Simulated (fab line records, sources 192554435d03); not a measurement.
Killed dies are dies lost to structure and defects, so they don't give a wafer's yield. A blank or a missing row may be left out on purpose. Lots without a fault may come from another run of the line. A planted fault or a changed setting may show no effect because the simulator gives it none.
One fault seen from 3 desks | flow n5_finfet | each desk has only its own numbers; what lay behind them comes last

THE DEFECT DESK
What the inspections along the route counted, lot by lot: means of the sampled wafers that have a number. A lot is out of limits, marked OUT, if its mean lies more than 4 standard deviations from the usual mean; the brackets give that distance.
Columns: A = raw_defect_count at N5_BEOL_M4_INSPECT_30, usual 393
lot  | first seen here | A
L378 | day 8 10:52     | 427
L383 | day 9 18:46     | 440
L394 | day 11 22:16    | 356
L395 | day 12 19:35    | 295
L396 | day 13 09:25    | 365
L399 | day 13 14:14    | 414
This desk's finding: nothing out of limits on any of the 6 lots.

THE TOOL OWNER'S DESK: rie_diel-01
The tool's own readings at N5_BEOL_M4_ETCH_70 (etches SOC in N2/H2, target depth 80 nm, overetch 24 nm, time 130 s): means of the sampled wafers that have a number, for each lot that ran on this tool. A lot is out of limits, marked OUT, if its mean lies more than 4 standard deviations from the usual mean; the brackets give that distance.
Columns: A = chamber_pressure_mTorr at N5_BEOL_M4_ETCH_70, usual 30.003 mTorr; B = drypump_motor_current_A at N5_BEOL_M4_ETCH_70, usual 5.8 A; C = oes_product_au at N5_BEOL_M4_ETCH_70, usual 0.60 a.u.; D = rf_fwd_power_W at N5_BEOL_M4_ETCH_70, usual 835.4 W; E = rf_vpp_V at N5_BEOL_M4_ETCH_70, usual 525.5 V; F = showerhead_plenum_p_Torr at N5_BEOL_M4_ETCH_70, usual 2.59 Torr; G = throttle_valve_pct at N5_BEOL_M4_ETCH_70, usual 17.78 %
lot  | first seen here | A      | B   | C    | D     | E     | F    | G
L378 | day 8 17:41     | 30.012 | 5.9 | 0.55 | 835.2 | 526.5 | 2.63 | 17.82
L383 | day 9 20:51     | 30.010 | 6.0 | 0.63 | 836.1 | 524.3 | 2.53 | 17.73
L394 | day 12 02:50    | 30.006 | 5.5 | 0.61 | 837.5 | 528.0 | 2.68 | 17.84
L395 | day 12 20:32    | 29.990 | 5.7 | 0.65 | 834.3 | 526.7 | 2.65 | 17.73
This desk's finding: nothing out of limits on any of the 4 lots.

THE METROLOGY DESK
What the gauges read, lot by lot, whatever tool the lot ran on: means of the sampled wafers that have a number. A lot is out of limits, marked OUT, if its mean lies more than 4 standard deviations from the usual mean; the brackets give that distance. Of its 12 readings 7 are shown: those that lie furthest out on some lot.
Columns: A = DIBL_N at N5_BEOL_M4_RC_MEAS_101, usual 36.9 mV/V; B = DIBL_P at N5_BEOL_M4_RC_MEAS_101, usual 37.3 mV/V; C = IOFF_N at N5_BEOL_M4_RC_MEAS_101, usual 0.16 nA/um; D = IOFF_P at N5_BEOL_M4_RC_MEAS_101, usual 0.22 nA/um; E = SS_P at N5_BEOL_M4_RC_MEAS_101, usual 73.4 mV/dec; F = VT_N at N5_BEOL_M4_RC_MEAS_101, usual 250 mV; G = VT_P at N5_BEOL_M4_RC_MEAS_101, usual -250 mV
lot  | first seen here | A    | B    | C    | D    | E    | F   | G
L378 | day 8 10:47     | 35.6 | 37.2 | 0.16 | 0.23 | 73.0 | 250 | -247
L383 | day 9 18:41     | 37.4 | 37.2 | 0.16 | 0.22 | 73.7 | 250 | -248
L394 | day 11 22:11    | 35.0 | 32.8 | 0.11 | 0.17 | 72.4 | 255 | -251
L395 | day 12 19:29    | 38.9 | 38.5 | 0.18 | 0.25 | 73.8 | 248 | -249
L396 | day 13 09:19    | 34.5 | 34.4 | 0.13 | 0.18 | 73.0 | 253 | -255
L399 | day 13 14:08    | 36.2 | 36.1 | 0.13 | 0.19 | 72.3 | 254 | -251
This desk's finding: nothing out of limits on any of the 6 lots.

PUT TOGETHER
The defect desk saw nothing out of limits.
The tool owner's desk saw nothing out of limits.
The metrology desk saw nothing out of limits.

WHAT THE SIMULATOR HAD PUT IN
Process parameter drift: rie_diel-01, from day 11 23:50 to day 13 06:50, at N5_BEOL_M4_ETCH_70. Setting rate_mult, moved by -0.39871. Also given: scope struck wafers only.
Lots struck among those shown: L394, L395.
